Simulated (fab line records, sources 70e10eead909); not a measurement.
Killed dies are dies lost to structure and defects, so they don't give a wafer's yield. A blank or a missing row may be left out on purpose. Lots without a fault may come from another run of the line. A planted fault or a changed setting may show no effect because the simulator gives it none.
Which tool did it? | flow nand_harc | 12 lots, 36 wafers sampled, at 5 steps of a route of 1159

WHAT THE GAUGES READ, wafer by wafer
NHARC_END_SORT_01. Usual: killed_at_array 31, standard deviation 11; killed_at_other 0.5, standard deviation 0.78; killed_at_periphery 3.0, standard deviation 2; killed_dies 34, standard deviation 12; killed_open 3.2, standard deviation 2; killed_short 1.9, standard deviation 1.6.
lot  | measured     | on        | killed_at_array | killed_at_other | killed_at_periphery | killed_dies | killed_open | killed_short | flag
L119 | day 24 04:29 | prober-01 | 15 21 675       | 0 0 0           | 2 1 2               | 17 22 677   | 1 4 3       | 5 1 2        | OFF
L121 | day 24 18:47 | prober-01 | 50 674 55       | 1 0 1           | 7 3 7               | 58 677 63   | 2 1 7       | 1 2 2        | OFF
L122 | day 24 12:58 | prober-02 | 36 676 27       | 1 0 2           | 1 1 4               | 38 677 33   | 2 1 1       | 1 0 1        | OFF

WHICH TOOL RAN EACH LOT (tool, then ch and the chambers of the sampled wafers, then the start)
lot  | NHARC_A_STAIRCASE_ETCH_17                     | NHARC_A_STAIRCASE_ETCH_19          | NHARC_A_STAIRCASE_ETCH_21                     | NHARC_A_STAIRCASE_TRIM_26
L100 | rie_diel-02 ch 0,1, day 10 22:46 or earlier   | rie_diel-02 ch 0,1,2, day 10 22:46 | rie_diel-04 ch 0,3, no start                  | rie_diel-04 ch 0,2,3, no start
L102 | rie_diel-02 ch 0,1,3, day 11 10:32 or earlier | rie_diel-02 ch 0,1,2, day 11 10:32 | rie_diel-04 ch 2,3, no start                  | rie_diel-04 ch 0,1,2, no start
L104 | rie_diel-01 ch 0,2, day 11 19:37 or earlier   | rie_diel-01 ch 0,3, day 11 19:37   | rie_diel-01 ch 0,2,3, no start                | rie_diel-01 ch 1,2,3, no start
L105 | rie_diel-01 ch 0,1,2, day 12 10:41 or earlier | rie_diel-01 ch 0,1,2, day 12 10:41 | rie_diel-02 ch 0,1,2, no start                | rie_diel-02 ch 0,1,2, no start
L108 | rie_diel-01 ch 0,2, day 13 01:24 or earlier   | rie_diel-01 ch 0,1, day 13 01:24   | rie_diel-01 ch 0,1, no start                  | rie_diel-01 ch 0,2,3, no start
L109 | rie_diel-02 ch 0,1,2, day 13 02:09 or earlier | rie_diel-02 ch 0,1,2, day 13 02:09 | rie_diel-01 ch 0,1,2, no start                | rie_diel-01 ch 1,2, no start
L107 | rie_diel-02 ch 1,2,3, day 13 02:46 or earlier | rie_diel-02 ch 0,3, day 13 02:46   | rie_diel-02 ch 0,1,2, no start                | rie_diel-02 ch 1,2,3, no start
L112 | rie_diel-04 ch 1,2,3, day 14 00:28 or earlier | rie_diel-04 ch 0,2,3, day 14 00:28 | rie_diel-04 ch 0,1,3, no start                | rie_diel-04 ch 1,2, no start
L111 | rie_diel-02 ch 1,2,3, day 14 01:33 or earlier | rie_diel-02 ch 2,3, day 14 01:33   | rie_diel-02 ch 1,2,3, no start                | rie_diel-02 ch 1,3, no start
L119 | rie_diel-02 ch 0,3, day 15 11:35 or earlier   | rie_diel-02 ch 0,2,3, day 15 11:35 | rie_diel-02 ch 0,2,3, day 24 04:29 or earlier | rie_diel-02 ch 0,2,3, day 24 04:29 or earlier
L121 | rie_diel-02 ch 0,2, day 15 23:57 or earlier   | rie_diel-02 ch 0,2, day 15 23:57   | rie_diel-02 ch 1,2, day 24 18:47 or earlier   | rie_diel-02 ch 0,1,2, day 24 18:47 or earlier
L122 | rie_diel-02 ch 0,1,2, day 16 07:10 or earlier | rie_diel-02 ch 0,2, day 16 07:10   | rie_diel-04 ch 1,2,3, day 24 12:58 or earlier | rie_diel-04 ch 1,2, day 24 12:58 or earlier
- NHARC_A_STAIRCASE_ETCH_17: etches the open film in C4F8/O2, target depth 100 nm, time 40.5 s.
- NHARC_A_STAIRCASE_ETCH_19: etches the open film in C4F8/O2, target depth 100 nm, time 40.5 s.
- NHARC_A_STAIRCASE_ETCH_21: etches the open film in C4F8/O2, target depth 100 nm, time 40.5 s.
- NHARC_A_STAIRCASE_TRIM_26: chemistry O2, time 211.2 s.

WHAT THE TOOLS THEMSELVES READ (means of the sampled wafers that have a number; where no wafer has one, the mark that the record gives instead)
NHARC_A_STAIRCASE_ETCH_17. Usual: oes_product_au 0.936 a.u., standard deviation 0.015; rf_fwd_power_W 591.4 W, standard deviation 2.8; rf_vpp_V 895 V, standard deviation 6.4.
lot  | tool        | oes_product_au (a.u.) | rf_fwd_power_W (W) | rf_vpp_V (V) | flag
L100 | rie_diel-02 | 0.930                 | 593.5              | 889          |
L102 | rie_diel-02 | 0.948                 | 592.2              | 889          |
L104 | rie_diel-01 | 0.936                 | 592.2              | 899          |
L105 | rie_diel-01 | 0.939                 | 590.5              | 901          |
L108 | rie_diel-01 | 0.921                 | 590.2              | 899          |
L109 | rie_diel-02 | 0.926                 | 594.8              | 887          |
L107 | rie_diel-02 | 0.922                 | 591.9              | 889          |
L112 | rie_diel-04 | 0.949                 | 589.3              | 896          |
L111 | rie_diel-02 | 0.929                 | 594.7              | 888          |
L119 | rie_diel-02 | 0.970                 | 592.8              | 888          |
L121 | rie_diel-02 | 0.936                 | 594.0              | 894          |
L122 | rie_diel-02 | 0.940                 | 594.6              | 894          |

NHARC_A_STAIRCASE_ETCH_19. Usual: oes_product_au 0.937 a.u., standard deviation 0.013; rf_fwd_power_W 591.7 W, standard deviation 2.8; rf_vpp_V 895 V, standard deviation 6.6.
lot  | tool        | oes_product_au (a.u.) | rf_fwd_power_W (W) | rf_vpp_V (V) | flag
L100 | rie_diel-02 | 0.933                 | 593.5              | 887          |
L102 | rie_diel-02 | 0.932                 | 592.9              | 889          |
L104 | rie_diel-01 | 0.932                 | 588.8              | 897          |
L105 | rie_diel-01 | 0.938                 | 591.7              | 901          |
L108 | rie_diel-01 | 0.934                 | 590.4              | 904          |
L109 | rie_diel-02 | 0.921                 | 592.8              | 889          |
L107 | rie_diel-02 | 0.939                 | 592.2              | 888          |
L112 | rie_diel-04 | 0.931                 | 590.8              | 898          |
L111 | rie_diel-02 | 0.938                 | 591.7              | 887          |
L119 | rie_diel-02 | 1.015                 | 594.3              | 893          | OFF
L121 | rie_diel-02 | 1.004                 | 596.1              | 899          | OFF
L122 | rie_diel-02 | 1.005                 | 593.8              | 900          | OFF

NHARC_A_STAIRCASE_ETCH_21. Usual: oes_product_au 0.939 a.u., standard deviation 0.02; rf_fwd_power_W 591.3 W, standard deviation 2.8; rf_vpp_V 895 V, standard deviation 6.2.
lot  | tool        | oes_product_au (a.u.) | rf_fwd_power_W (W) | rf_vpp_V (V) | flag
L100 | rie_diel-04 | 0.964                 | 590.6              | 899          |
L102 | rie_diel-04 | 0.978                 | 588.0              | 895          |
L104 | rie_diel-01 | 0.934                 | 592.8              | 896          |
L105 | rie_diel-02 | 0.916                 | 594.8              | 888          |
L108 | rie_diel-01 | 0.928                 | 591.5              | 903          |
L109 | rie_diel-01 | 0.933                 | 591.2              | 901          |
L107 | rie_diel-02 | 0.920                 | 595.0              | 888          |
L112 | rie_diel-04 | 0.947                 | 589.4              | 899          |
L111 | rie_diel-02 | 0.927                 | 593.8              | 887          |
L119 | rie_diel-02 | 0.946                 | 593.1              | 894          |
L121 | rie_diel-02 | 0.922                 | 594.9              | 900          |
L122 | rie_diel-04 | 0.966                 | 590.3              | 896          |

NHARC_A_STAIRCASE_TRIM_26. Usual: drypump_motor_current_A 5.6 A, standard deviation 0.44; oes_product_au 0.999 a.u., standard deviation 0.014; rf_vpp_V 57.8 V, standard deviation 1; showerhead_plenum_p_Torr 3.49 Torr, standard deviation 0.16; throttle_valve_pct 17.035 %, standard deviation 0.0092.
lot  | tool        | drypump_motor_current_A (A) | oes_product_au (a.u.) | rf_vpp_V (V) | showerhead_plenum_p_Torr (Torr) | throttle_valve_pct (%) | flag
L100 | rie_diel-04 | 5.3                         | 1.006                 | 58.3         | 3.59                            | 17.053                 |
L102 | rie_diel-04 | 5.5                         | 1.006                 | 58.7         | 3.59                            | 17.036                 |
L104 | rie_diel-01 | 5.5                         | 1.008                 | 58.1         | 3.58                            | 17.032                 |
L105 | rie_diel-02 | 6.1                         | 0.987                 | 56.1         | 3.32                            | 17.041                 |
L108 | rie_diel-01 | 5.6                         | 1.006                 | 57.7         | 3.52                            | 17.038                 |
L109 | rie_diel-01 | 5.9                         | 1.015                 | 58.5         | 3.65                            | 17.040                 |
L107 | rie_diel-02 | 5.8                         | 0.982                 | 57.1         | 3.33                            | 17.040                 |
L112 | rie_diel-04 | 5.6                         | 1.008                 | 57.7         | 3.50                            | 17.037                 |
L111 | rie_diel-02 | 5.9                         | 0.988                 | 58.1         | 3.36                            | 17.029                 |
L119 | rie_diel-02 | 5.7                         | 1.006                 | 57.1         | 3.47                            | 17.029                 |
L121 | rie_diel-02 | 6.1                         | 1.004                 | 57.5         | 3.48                            | 17.031                 |
L122 | rie_diel-04 | 5.6                         | 1.003                 | 58.7         | 3.48                            | 17.026                 |

THE ANSWER, worked out from the rows above alone
Rule: a lot is off if the mean of its wafers that have a number lies more than 3 standard deviations from the usual mean. A lot without any number at a reading at which 4 lots or more have one is off too. The other lots that the step has rows for count as sound. The gauges are gone through in route order, then the tools' own readings, and for those a lot's mean is taken as printed above. The first step at which some lot is off is used, and at that step the reading that is off furthest; a lot without a number counts as furthest.
Off: L119, L121, L122, at NHARC_END_SORT_01 (killed_at_array). Neither off nor sound, because the step has no rows for them: L100, L102, L104, L105, L108, L109, L107, L112, L111.
A tool fits if, at a process step before that reading, it ran every lot that is off, and no sound lot after the first of them. The gauges at NHARC_END_SORT_01 aren't tried: what is off there is off at NHARC_A_STAIRCASE_ETCH_19 too, on other tools, and a gauge's error can't cause that. NHARC_A_STAIRCASE_ETCH_17 gives no start for some lots, so the hours and the order of its lots are those of NHARC_A_STAIRCASE_ETCH_19. NHARC_A_STAIRCASE_ETCH_21 gives no start for some lots, so the hours and the order of its lots are those of NHARC_END_SORT_01. NHARC_A_STAIRCASE_TRIM_26 gives no start for some lots, so the hours and the order of its lots are those of NHARC_END_SORT_01. One fits: rie_diel-02 at NHARC_A_STAIRCASE_ETCH_17 and NHARC_A_STAIRCASE_ETCH_19. It ran no sound lot before its first lot that is off in this sample, so the start can't be narrowed down.

WHAT THE SIMULATOR HAD PUT IN
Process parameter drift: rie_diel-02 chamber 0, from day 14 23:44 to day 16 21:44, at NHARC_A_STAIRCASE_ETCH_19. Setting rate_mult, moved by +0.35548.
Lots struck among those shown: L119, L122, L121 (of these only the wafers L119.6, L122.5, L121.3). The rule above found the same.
